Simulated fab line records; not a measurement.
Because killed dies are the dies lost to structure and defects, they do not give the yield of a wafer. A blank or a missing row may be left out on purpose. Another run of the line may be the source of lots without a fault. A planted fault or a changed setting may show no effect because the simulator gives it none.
fab line records	flow n5-finfet
record: lots: 7	wafers: 39
route steps=1938 shown ZERO_LAYER@11 FIN_SAQP@102 DUMMY_GATE@215 GATE_CUT@510 BEOL_M1@797 BEOL_M2@903 BEOL_M6@1198
start-h: hours from the record's opening day to when the first of the lot's shown wafers began	wait-h: time in hours since the lot's previous step	" as in the row above	L1.1+2: a single row standing in for several wafers	- value missing, or start not given	* or withheld: withheld	< > ~ a bound
route shown NAME@n: NAME is a module with steps in the file, n the number in the route of the first one	usual: mean/standard deviation of fault-free wafers	same: alike in all rows	chamber/n: place in a boat	sites: per-site readings	_std_site: standard deviation of those values	_edge_site: outer sites' mean less inner sites'	radius-mm: how far each site lies from the wafer's centre	mask NAME#n: copy n	behind: tool/chamber where the wafer was last shaped	hold: what put the lot on hold/how long, in hours/how the hold closed	device: transistor that didn't switch, given as n, p or np	end of line: the route-end tests of the same wafers	a step given without rows: its recipe and nothing more	killed: dies lost to structure and defects at the first sort, not the wafer's yield	map: shows each die of a wafer: x if killed, . if not, _ if none is there
set.NAME: the run value of the setting; set.NAME@STEP: its run value at that earlier step	model.NAME: the simulator's own value behind a step, which no gauge read
lots run with intentionally changed settings; tables by step, rows by wafer
== steps ==
step: N5_ZERO_LAYER_DEVELOP_10
recipe: develop-time-s: 60	rinse-liquid: diw	dry: air-spin	dev-temp-c: 21
lot.wafer	tool	chamber	start-h	wait-h	set.develop-time-s
L076.1+4+6	litho-track-04	0	-	-	78.36
L076.2+3+5	"	0	"	"	60
L078.1+2+3+4+5+6	litho-track-03	0	-	-	60
L080.1+3+5	litho-track-01	0	-	-	60
L080.2+4+6	"	0	"	"	39.02
L089.1+3+6	litho-track-01	0	-	-	88.97
L089.2+4+5	"	0	"	"	60
L091.3+4+5	litho-track-01	0	-	-	60
L093.1+4+5	litho-track-04	0	-	-	60
L093.2+3+6	"	0	"	"	70.15
L095.1+5+6	litho-track-04	0	-	-	38.78
L095.2+3+4	"	0	"	"	60
step: N5_ZERO_LAYER_HARDBAKE_23
recipe: temp-c: 130	time-s: 120
step: N5_ZERO_LAYER_CD_MEAS_11
recipe: target-cd-nm: 2000	landing-energy-ev: 500	detector: se-inlens
usual: cd-nm: 2001.2/1.9
lot.wafer	tool	chamber	start-h	wait-h	set.develop-time-s@ZERO_LAYER_DEVELOP_10	cd-nm
L076.1	cd-sem-02	0	24.77	-	78.36	2006.8
L076.2	"	0	"	"	60	1999.7
L076.3	"	0	"	"	60	2005.0
L076.4	"	0	"	"	78.36	2007.9
L076.5	"	0	"	"	60	2004.7
L076.6	"	0	"	"	78.36	2006.5
L078.1	cd-sem-02	0	36.79	-	60	2000.0
L078.2	"	0	"	"	60	2001.5
L078.3	"	0	"	"	60	2002.2
L078.4	"	0	"	"	60	1999.4
L078.5	"	0	"	"	60	1999.9
L078.6	"	0	"	"	60	2000.2
L080.1	cd-sem-02	0	48.67	-	60	1998.8
L080.2	"	0	"	"	39.02	1991.3
L080.3	"	0	"	"	60	2002.2
L080.4	"	0	"	"	39.02	1992.6
L080.5	"	0	"	"	60	2001.4
L080.6	"	0	"	"	39.02	1993.5
L089.1	cd-sem-03	0	102.64	-	88.97	2011.5
L089.2	"	0	"	"	60	1999.3
L089.3	"	0	"	"	88.97	2009.0
L089.4	"	0	"	"	60	2002.8
L089.5	"	0	"	"	60	2000.9
L089.6	"	0	"	"	88.97	2010.3
L091.3	cd-sem-01	0	114.64	-	60	2004.5
L091.4	"	0	"	"	60	2002.7
L091.5	"	0	"	"	60	2002.2
L093.1	cd-sem-01	0	126.77	-	60	1998.8
L093.2	"	0	"	"	70.15	2005.2
L093.3	"	0	"	"	70.15	2003.9
L093.4	"	0	"	"	60	2005.5
L093.5	"	0	"	"	60	1999.6
L093.6	"	0	"	"	70.15	2004.0
L095.1	cd-sem-01	0	138.77	-	38.78	1991.4
L095.2	"	0	"	"	60	2003.5
L095.3	"	0	"	"	60	2002.0
L095.4	"	0	"	"	60	2003.9
L095.5	"	0	"	"	38.78	1989.3
L095.6	"	0	"	"	38.78	1991.3
step: N5_FIN_SAQP_HM_DEP_72
recipe: material: SiO2	target-thk-a: 120	temp-c: 400	precursor: SiH4/N2O	pressure-torr: 0.75	rf-w: 275	time-s: 7.2
lot.wafer	tool	chamber	start-h	wait-h	set.target-thk-a	model.SiO2_of_FIN_SAQP_HM_DEP_72.thk-nm
L076.1	pecvd-04	2	34.43	0.0	53.17	5.124
L076.2	"	0	"	"	120	11.85
L076.3	"	1	"	"	53.17	5.001
L076.4	"	2	"	"	120	12.22
L076.5	"	1	"	"	120	11.86
L076.6	"	0	"	"	53.17	5.315
L078.1	pecvd-04	1	47.53	0.0	120	11.81
L078.2	"	0	"	"	120	11.71
L078.3	"	2	"	"	188.1	18.57
L078.4	"	0	"	"	188.1	18.81
L078.5	"	2	"	"	188.1	18.79
L078.6	"	1	"	"	120	11.87
L080.1	pecvd-03	2	57.76	0.0	120	11.8
L080.2	"	0	"	"	120	11.91
L080.3	"	1	"	"	155.6	15.2
L080.4	"	2	"	"	120	11.98
L080.5	"	1	"	"	155.6	15.52
L080.6	"	0	"	"	155.6	15.54
L089.1	pecvd-03	1	113.12	0.0	120	11.53
L089.2	"	2	"	"	120	11.95
L089.3	"	0	"	"	120	11.82
L089.4	"	1	"	"	120	12.11
L089.5	"	0	"	"	120	12.1
L089.6	"	2	"	"	120	12.24
L091.3	pecvd-02	2	123.27	0.0	120	11.79
L091.4	"	2	"	"	120	12.26
L091.5	"	1	"	"	120	12
L093.1	pecvd-02	2	136.15	0.0	120	11.72
L093.2	"	1	"	"	120	11.78
L093.3	"	0	"	"	120	11.63
L093.4	"	1	"	"	120	11.94
L093.5	"	0	"	"	120	11.95
L093.6	"	2	"	"	120	12.2
L095.1	pecvd-03	0	147.84	0.0	120	11.75
L095.2	"	2	"	"	120	11.87
L095.3	"	1	"	"	120	11.7
L095.4	"	2	"	"	120	11.86
L095.5	"	1	"	"	120	12.03
L095.6	"	0	"	"	120	12.09
step: N5_FIN_SAQP_COAT_49
recipe: resist: SOC	temp-c: 250	time-s: 60	spin-rpm: 1500	resist-thk-nm: 100
step: N5_FIN_SAQP_COAT_50
recipe: resist: SiARC	temp-c: 220	time-s: 60	spin-rpm: 1500	resist-thk-nm: 35
step: N5_FIN_SAQP_ETCH_52
recipe: chemistry: N2/H2	target: SOC	target-depth-a: 1000	overetch-a: 200	mask-material: SiARC	temp-c: 40	time-s: 150	ion-energy-ev: 200	pressure-mtorr: 30	source-w: 840	bias-w: 150	n2-flow-sccm: 200	h2-flow-sccm: 200	ends: end-point
step: N5_FIN_SAQP_STRIP_53
recipe: chemistry: N2/H2	temp-c: 40	n2-flow-sccm: 200	h2-flow-sccm: 200	rf-frequency-hz: 6e+07
step: N5_FIN_SAQP_HM_OPEN_73
recipe: chemistry: CHF3/O2	target: SiO2	stop-on: a-Si	target-depth-a: 120	over-etch-frac: 1.8	mask-material: SOC	time-s: 16.8	pressure-mtorr: 30	source-w: 650	bias-w: 170	Ar_flow_sccm: 200	CHF3_flow_sccm: 50	O2_flow_sccm: 5	ion-energy-ev: 200	ends: end-point
lot.wafer	tool	chamber	start-h	wait-h	set.target-thk-a@FIN_SAQP_HM_DEP_72	model.etch.depth-nm
L076.1	rie-diel-03	3	35.08	0.0	53.17	5.124
L076.2	"	1	"	"	120	11.85
L076.3	"	2	"	"	53.17	5.001
L076.4	"	0	"	"	120	12.22
L076.5	"	0	"	"	120	11.86
L076.6	"	1	"	"	53.17	5.315
L078.1	rie-diel-06	2	48.14	0.0	120	11.81
L078.2	"	3	"	"	120	11.71
L078.3	"	1	"	"	188.1	18.57
L078.4	"	2	"	"	188.1	18.81
L078.5	"	3	"	"	188.1	18.79
L078.6	"	1	"	"	120	11.87
L080.1	rie-diel-04	2	58.50	0.0	120	11.8
L080.2	"	3	"	"	120	11.91
L080.3	"	0	"	"	155.6	15.2
L080.4	"	1	"	"	120	11.98
L080.5	"	3	"	"	155.6	15.52
L080.6	"	2	"	"	155.6	15.54
L089.1	rie-diel-04	3	113.86	0.0	120	11.53
L089.2	"	0	"	"	120	11.95
L089.3	"	2	"	"	120	11.82
L089.4	"	1	"	"	120	12.11
L089.5	"	0	"	"	120	12.1
L089.6	"	3	"	"	120	12.24
L091.3	rie-diel-06	3	123.92	0.0	120	11.79
L091.4	"	1	"	"	120	12.26
L091.5	"	3	"	"	120	12
L093.1	rie-diel-06	3	136.89	0.0	120	11.72
L093.2	"	1	"	"	120	11.78
L093.3	"	0	"	"	120	11.63
L093.4	"	2	"	"	120	11.94
L093.5	"	1	"	"	120	11.95
L093.6	"	0	"	"	120	12.2
L095.1	rie-diel-06	3	148.46	0.0	120	11.75
L095.2	"	1	"	"	120	11.87
L095.3	"	0	"	"	120	11.7
L095.4	"	2	"	"	120	11.86
L095.5	"	1	"	"	120	12.03
L095.6	"	2	"	"	120	12.09
step: N5_DUMMY_GATE_CVD_03
recipe: material: a-Si	target-thk-a: 1500	temp-c: 530	precursor: SiH4	time-s: 8042
lot.wafer	tool	chamber	start-h	wait-h	set.target-thk-a	model.a-Si_of_DUMMY_GATE_CVD_03.thk-nm
L076.1	-	-	-	0.1	665.7	69.2
L076.2+6	"	-	"	"	665.7	68.8
L076.3	"	-	"	"	665.7	69.4
L076.4	"	-	"	"	665.7	68.4
L076.5	"	-	"	"	665.7	68.2
L078.1+5	-	-	-	0.1	1500	149.8
L078.2+3	"	-	"	"	1500	148.8
L078.4	"	-	"	"	1500	149
L078.6	"	-	"	"	1500	148.6
L080.1+5+6	-	-	-	0.1	2330	233.2
L080.2	"	-	"	"	2330	233.8
L080.3	"	-	"	"	2330	233
L080.4	"	-	"	"	2330	233.6
L089.1	-	-	-	0.1	1500	152.2
L089.2	"	-	"	"	1500	150.2
L089.3	"	-	"	"	1500	151.6
L089.4	"	-	"	"	1500	149.6
L089.5	"	-	"	"	1500	149.8
L089.6	"	-	"	"	1500	151
L091.3+5	lpcvd-02	1/75,1/84	142.80	0.1	1500	151
L091.4	"	1/79	"	"	1500	150.6
L093.1	-	-	-	0.1	893.6	90.6
L093.2	"	-	"	"	893.6	91.2
L093.3	"	-	"	"	893.6	90.8
L093.4	"	-	"	"	893.6	92.2
L093.5	"	-	"	"	893.6	91.4
L093.6	"	-	"	"	893.6	93
L095.1+4	-	-	-	0.1	1267	126.4
L095.2	"	-	"	"	1267	127.6
L095.3	"	-	"	"	1267	127.2
L095.5	"	-	"	"	1267	126.2
L095.6	"	-	"	"	1267	127
step: N5_GATE_CUT_ALD_22
recipe: material: SiNx	target-thk-a: 160	temp-c: 400	ald-precursor-family: SiH2I2	ald-co-reactant: N2/H2-plasma	pulse-time-s: 1	ald-cycles: 320	purge-time-s: 2	co-reactant-purge-time-s: 2	pressure-torr: 2
lot.wafer	tool	chamber	start-h	wait-h	set.ald-cycles	model.SiNx_of_GATE_CUT_ALD_22.thk-nm
L076.1+2	ald-sin-04	3,1	100.90	0.4	320	16.2
L076.3	"	2	"	"	320	16
L076.4+5+6	"	0,2,1	"	"	426	21.4
L078.1+2+4	ald-sin-02	0,3,2	111.93	0.0	320	16
L078.3+5+6	"	1,2,3	"	"	151	7.6
L080.1+3+4+5+6	ald-sin-02	2,3,0,3,0	120.81	0.0	320	15.8
L080.2	"	1	"	"	320	16
L089.1+2+5	ald-sin-01	0,3,1	177.04	0.0	320	16
L089.3+4+6	"	2,1,0	"	"	501	25
L091.3+5	ald-sin-01	3	189.55	0.4	320	16
L091.4	"	2	"	"	320	15.8
L093.1+3+6	ald-sin-01	2,0,1	199.23	0.0	320	16
L093.2+4+5	"	3,1,0	"	"	400	20
L095.1+4+6	ald-sin-02	2,3,2	211.47	0.0	426	21.2
L095.2	"	0	"	"	320	15.8
L095.3+5	"	1,3	"	"	320	16
step: N5_BEOL_M1_VIA_ETCH_34
recipe: chemistry: C4F6/O2	target-depth-a: 678	mask-material: SOC	pressure-mtorr: 15	ion-energy-ev: 250	taper-deg: 4	time-s: 64.4	source-w: 350	bias-w: 170	Ar_flow_sccm: 300	C4F6_flow_sccm: 10	O2_flow_sccm: 10
lot.wafer	tool	chamber	start-h	wait-h	set.time-s	model.etch.depth-nm	model.SOC_of_BEOL_M1_COAT_67.thk-nm
L076.1	rie-diel-01	0	138.27	0.0	79.94	84.77	50.2
L076.2	"	2	"	"	64.4	66.37	52.2
L076.3	"	1	"	"	64.4	66.99	51.8
L076.4	"	3	"	"	79.94	84.4	50
L076.5	"	1	"	"	79.94	82.91	50
L076.6	"	0	"	"	64.4	67.67	52.2
L078.1	rie-diel-01	2	153.27	0.0	64.4	66.86	52.8
L078.2	"	1	"	"	64.4	66.98	52.4
L078.3	"	3	"	"	96.48	101.3	48.6
L078.4	"	0	"	"	96.48	101.5	48.6
L078.5	"	1	"	"	64.4	67.21	52.4
L078.6	"	0	"	"	96.48	101.8	48.6
L080.1	rie-diel-02	0	161.46	0.0	35.71	36.85	55.8
L080.2	"	2	"	"	35.71	36.85	55.6
L080.3	"	1	"	"	64.4	68.1	52.4
L080.4	"	3	"	"	64.4	68.07	52
L080.5	"	0	"	"	64.4	65.76	52.4
L080.6	"	3	"	"	35.71	37.93	55.6
L089.1	rie-diel-05	2	223.82	0.0	48.81	51.46	53.8
L089.2	"	0	"	"	48.81	49.63	54.2
L089.3	"	1	"	"	48.81	50.8	54.2
L089.4	"	3	"	"	64.4	67.08	52.4
L089.5	"	1	"	"	64.4	67.23	52.2
L089.6	"	0	"	"	64.4	65.21	52.2
L091.3	rie-diel-01	1	227.73	0.0	64.4	68.03	52
L091.4	"	3	"	"	64.4	67.98	52.2
L091.5	"	0	"	"	64.4	68.71	52.4
L093.1	rie-diel-02	3	238.80	0.0	64.4	68.92	52
L093.2	"	0	"	"	64.4	66.12	52.6
L093.3	"	2	"	"	64.4	66.39	52.2
L093.4	"	1	"	"	25.89	27.42	57
L093.5	"	2	"	"	25.89	26.7	56.8
L093.6	"	3	"	"	25.89	27.57	56.6
L095.1	rie-diel-01	2	256.35	0.0	64.4	69.77	51.8
L095.2	"	0	"	"	64.4	69.07	52
L095.3	"	1	"	"	64.4	67.47	51.8
L095.4	"	1	"	"	64.4	67.9	52
L095.5	"	2	"	"	64.4	69.66	51.6
L095.6	"	0	"	"	64.4	68.45	52
step: N5_BEOL_M2_CVD_47
recipe: material: Co	target-thk-a: 30	temp-c: withheld	precursor: CCTBA/H2	pressure-torr: 30	time-s: 223.8
lot.wafer	tool	chamber	start-h	wait-h	set.target-thk-a	model.Co_of_BEOL_M2_CVD_47.thk-nm
L076.1	cvd-co-02	1	172.54	0.0	30	3.2
L076.2+6	"	0,1	"	"	30	3
L076.3+5	"	2	"	"	43.61	4.4
L076.4	"	0	"	"	43.61	4.2
L078.1+5+6	cvd-co-02	1,2,1	177.18	0.0	30	3
L078.2+4	"	0	"	"	36.68	3.6
L078.3	"	2	"	"	36.68	3.8
L080.1	cvd-co-02	0	181.72	0.0	40.84	4
L080.2	"	1	"	"	40.84	4.2
L080.3	"	2	"	"	30	3
L080.4	"	2	"	"	30	3.2
L080.5	"	1	"	"	40.84	3.8
L080.6	"	0	"	"	30	2.8
L089.1+4	cvd-co-01	1	248.78	0.1	30	3.2
L089.2+3+5	"	0,2,2	"	"	30	3
L089.6	"	0	"	"	30	2.8
L091.3	cvd-co-01	0	257.92	0.1	30	2.8
L091.4	"	1	"	"	30	3
L091.5	"	2	"	"	30	2.6
L093.1	cvd-co-01	1	264.88	0.3	13.86	1.6
L093.2+6	"	0	"	"	30	3
L093.3+4	"	2	"	"	13.86	1.4
L093.5	"	1	"	"	30	3.2
L095.1+6	cvd-co-02	2,1	276.02	0.1	22.75	2.4
L095.2+5	"	1,2	"	"	30	3
L095.3	"	0	"	"	22.75	2.2
L095.4	"	0	"	"	30	2.8
step: N5_BEOL_M6_HM_DEP_02
recipe: material: TiN	target-thk-a: 200	temp-c: 25	chamber-pressure-pa: 0.49996
lot.wafer	tool	chamber	start-h	wait-h	set.target-thk-a	model.TiN_of_BEOL_M6_HM_DEP_02.thk-nm
L076.1	pvd-sputter-03	-	214.30	0.1	237.3	24.4
L076.2+3	"	-	"	"	200	20.6
L076.4	"	-	"	"	200	20.2
L076.5+6	"	-	"	"	237.3	24
L078.1	pvd-sputter-03	-	247.54	0.8	257.1	25.8
L078.2	"	-	"	"	257.1	25.6
L078.3	"	-	"	"	257.1	26
L078.4+6	"	-	"	"	200	19.8
L078.5	"	-	"	"	200	20
L080.1	pvd-sputter-03	-	248.12	0.5	295.1	30
L080.2	"	-	"	"	200	20.2
L080.3	"	-	"	"	295.1	29.4
L080.4	"	-	"	"	200	20
L080.5	"	-	"	"	295.1	29.8
L080.6	"	-	"	"	200	20.6
L089.1	pvd-sputter-01	-	317.36	2.5	200	19.4
L089.2	"	-	"	"	304.1	29.6
L089.3	"	-	"	"	200	19.6
L089.4	"	-	"	"	304.1	29.8
L089.5	"	-	"	"	200	19.2
L089.6	"	-	"	"	304.1	30
L091.3	pvd-sputter-01	-	321.60	1.4	200	20
L091.4+5	"	-	"	"	200	19.8
L093.1+5	pvd-sputter-01	-	335.44	1.2	200	19.6
L093.2	"	-	"	"	116	11.2
L093.3	"	-	"	"	200	19.8
L093.4+6	"	-	"	"	116	11.4
L095.1	pvd-sputter-03	-	350.95	3.2	127.5	12.4
L095.2	"	-	"	"	127.5	13
L095.3	"	-	"	"	200	20
L095.4	"	-	"	"	200	19.6
L095.5	"	-	"	"	127.5	12.6
L095.6	"	-	"	"	200	19.8
step: N5_BEOL_M6_COAT_59
recipe: resist: SOC	temp-c: 250	time-s: 60	spin-rpm: 1500	resist-thk-nm: 100
step: N5_BEOL_M6_COAT_60
recipe: resist: SiARC	temp-c: 220	time-s: 60	spin-rpm: 1500	resist-thk-nm: 35
step: N5_BEOL_M6_STRIP_68
recipe: chemistry: N2/H2	temp-c: 40	n2-flow-sccm: 200	h2-flow-sccm: 200	rf-frequency-hz: 6e+07
step: N5_BEOL_M6_STRIP_67
recipe: chemistry: CF4	resist: SiARC	power-w: 300	bias-power-w: 75	pressure-mtorr: 50	cf4-flow-sccm: 150	rf-frequency-hz: 6e+07
step: N5_BEOL_M6_HM_OPEN_17
recipe: chemistry: Cl2/BCl3	target-depth-a: 200	overetch-a: 60	target: TiN	mask-material: SOC	ion-energy-ev: 150	pressure-mtorr: 10	icp-w: 1000	bias-w: 126	Cl2_flow_sccm: 53.25	bcl3-flow-sccm: 21.75	Ar_flow_sccm: 25
lot.wafer	tool	chamber	start-h	wait-h	set.target-thk-a@BEOL_M6_HM_DEP_02	model.etch.depth-nm
L076.1	rie-metal-01	1	215.26	0.0	237.3	24.32
L076.2	"	0	"	"	200	20.69
L076.3	"	1	"	"	200	20.59
L076.4	"	0	"	"	200	20.23
L076.5	"	1	"	"	237.3	24.05
L076.6	"	0	"	"	237.3	24.02
L078.1	rie-metal-02	0	248.34	0.0	257.1	25.45
L078.2	"	1	"	"	257.1	24.82
L078.3	"	1	"	"	257.1	24.97
L078.4	"	0	"	"	200	19.71
L078.5	"	0	"	"	200	20.07
L078.6	"	1	"	"	200	19.83
L080.1	rie-metal-02	1	248.99	0.0	295.1	25
L080.2	"	0	"	"	200	20.2
L080.3	"	1	"	"	295.1	25.17
L080.4	"	0	"	"	200	19.95
L080.5	"	0	"	"	295.1	25.61
L080.6	"	1	"	"	200	20.52
L089.1	rie-metal-02	0	318.22	0.0	200	19.34
L089.2	"	0	"	"	304.1	25.31
L089.3	"	0	"	"	200	19.52
L089.4	"	0	"	"	304.1	25.35
L089.5	"	0	"	"	200	19.23
L089.6	"	0	"	"	304.1	25.39
L091.3	rie-metal-01	0	322.72	0.1	200	20
L091.4	"	1	"	"	200	19.71
L091.5	"	0	"	"	200	19.79
L093.1	rie-metal-02	1	336.18	0.0	200	19.67
L093.2	"	0	"	"	116	11.17
L093.3	"	1	"	"	200	19.71
L093.4	"	0	"	"	116	11.3
L093.5	"	1	"	"	200	19.63
L093.6	"	0	"	"	116	11.42
L095.1	rie-metal-03	1	351.82	0.0	127.5	12.36
L095.2	"	0	"	"	127.5	12.98
L095.3	"	1	"	"	200	20.1
L095.4	"	0	"	"	200	19.68
L095.5	"	1	"	"	127.5	12.69
L095.6	"	0	"	"	200	19.81
step: N5_BEOL_M6_STRIP_19
recipe: chemistry: O2	power-w: 400	temp-c: 40	pressure-mtorr: 30	rf-frequency-hz: 6e+07	bias-power-w: 0	overash-fraction: 0.2	o2-flow-sccm: 225
step: N5_BEOL_M6_ETCH_41
recipe: chemistry: CH3F/O2	target: SiCN	target-depth-a: 297	taper-deg: 2	time-s: 52	ion-energy-ev: 120	mask-material: TiN	pressure-mtorr: 30	source-w: 395	bias-w: 75	Ar_flow_sccm: 150	CH3F_flow_sccm: 30	O2_flow_sccm: 20
step: N5_BEOL_M6_STRIP_80
recipe: chemistry: N2/H2	time-s: 10	power-w: 450	temp-c: 40	pressure-mtorr: 20	rf-frequency-hz: 6e+07	bias-power-w: 7	n2-flow-sccm: 200	h2-flow-sccm: 200
step: N5_BEOL_M6_OCD_MEAS_38
usual: trench-depth-nm: 93.6/1.5
lot.wafer	tool	chamber	start-h	wait-h	set.target-thk-a@BEOL_M6_HM_DEP_02	trench-depth-nm
L076.1	ocd-01	-	220.09	-	237.3	91.0
L076.2	"	-	"	"	200	92.2
L076.3	"	-	"	"	200	92.7
L076.4	"	-	"	"	200	94.2
L076.5	"	-	"	"	237.3	94.0
L076.6	"	-	"	"	237.3	92.0
L078.1	ocd-01	-	250.67	-	257.1	93.0
L078.2	"	-	"	"	257.1	87.7
L078.3	"	-	"	"	257.1	89.2
L078.4	"	-	"	"	200	92.5
L078.5	"	-	"	"	200	92.5
L078.6	"	-	"	"	200	92.8
L080.1	ocd-02	-	250.71	-	295.1	0.5
L080.2	"	-	"	"	200	93.7
L080.3	"	-	"	"	295.1	3.8
L080.4	"	-	"	"	200	91.0
L080.5	"	-	"	"	295.1	4.2
L080.6	"	-	"	"	200	91.4
L089.1	ocd-01	-	321.85	-	200	93.4
L089.2	"	-	"	"	304.1	2.9
L089.3	"	-	"	"	200	92.8
L089.4	"	-	"	"	304.1	2.9
L089.5	"	-	"	"	200	92.6
L089.6	"	-	"	"	304.1	2.4
L091.3	ocd-02	-	323.85	-	200	91.2
L091.4	"	-	"	"	200	92.5
L091.5	"	-	"	"	200	92.8
L093.1	ocd-02	-	337.31	-	200	92.9
L093.2	"	-	"	"	116	93.4
L093.3	"	-	"	"	200	93.8
L093.4	"	-	"	"	116	93.4
L093.5	"	-	"	"	200	93.4
L093.6	"	-	"	"	116	92.5
L095.1	ocd-01	-	353.64	-	127.5	93.1
L095.2	"	-	"	"	127.5	92.1
L095.3	"	-	"	"	200	92.8
L095.4	"	-	"	"	200	92.1
L095.5	"	-	"	"	127.5	92.2
L095.6	"	-	"	"	200	92.0
== key ==
split: step: N5_ZERO_LAYER_DEVELOP_10	setting: develop-time-s	stated: 60	by: wafer
response: step: N5_ZERO_LAYER_CD_MEAS_11	reading: cd-nm	change: +0.224	per: 1%	r: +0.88
split: step: N5_FIN_SAQP_HM_DEP_72	setting: target-thk-a	stated: 120	by: wafer
response: step: N5_FIN_SAQP_HM_DEP_72	reading: model.SiO2_of_FIN_SAQP_HM_DEP_72.thk-nm	change: +0.122	per: 1%	r: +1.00
response: step: N5_FIN_SAQP_HM_OPEN_73	reading: model.etch.depth-nm	change: +0.122	per: 1%	r: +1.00
split: step: N5_DUMMY_GATE_CVD_03	setting: target-thk-a	stated: 1500	by: lot
response: step: N5_DUMMY_GATE_CVD_03	reading: model.a-Si_of_DUMMY_GATE_CVD_03.thk-nm	change: +1.48	per: 1%	r: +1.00
split: step: N5_GATE_CUT_ALD_22	setting: ald-cycles	stated: 320	by: wafer
response: step: N5_GATE_CUT_ALD_22	reading: model.SiNx_of_GATE_CUT_ALD_22.thk-nm	change: +0.159	per: 1%	r: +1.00
split: step: N5_BEOL_M1_VIA_ETCH_34	setting: time-s	stated: 64.4	by: wafer
response: step: N5_BEOL_M1_VIA_ETCH_34	reading: model.etch.depth-nm	change: +0.678	per: 1%	r: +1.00
response: step: N5_BEOL_M1_VIA_ETCH_34	reading: model.SOC_of_BEOL_M1_COAT_67.thk-nm	change: -0.0771	per: 1%	r: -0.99
split: step: N5_BEOL_M2_CVD_47	setting: target-thk-a	stated: 30	by: wafer
response: step: N5_BEOL_M2_CVD_47	reading: model.Co_of_BEOL_M2_CVD_47.thk-nm	change: +0.0285	per: 1%	r: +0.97
split: step: N5_BEOL_M6_HM_DEP_02	setting: target-thk-a	stated: 200	by: wafer
response: step: N5_BEOL_M6_HM_DEP_02	reading: model.TiN_of_BEOL_M6_HM_DEP_02.thk-nm	change: +0.2	per: 1%	r: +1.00
response: step: N5_BEOL_M6_HM_OPEN_17	reading: model.etch.depth-nm	change: +0.15	per: 1%	r: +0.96
response: step: N5_BEOL_M6_OCD_MEAS_38	reading: trench-depth-nm	shape: bent	at-lowest: 93.1	at-stated: 92.6	at-highest: 2.7
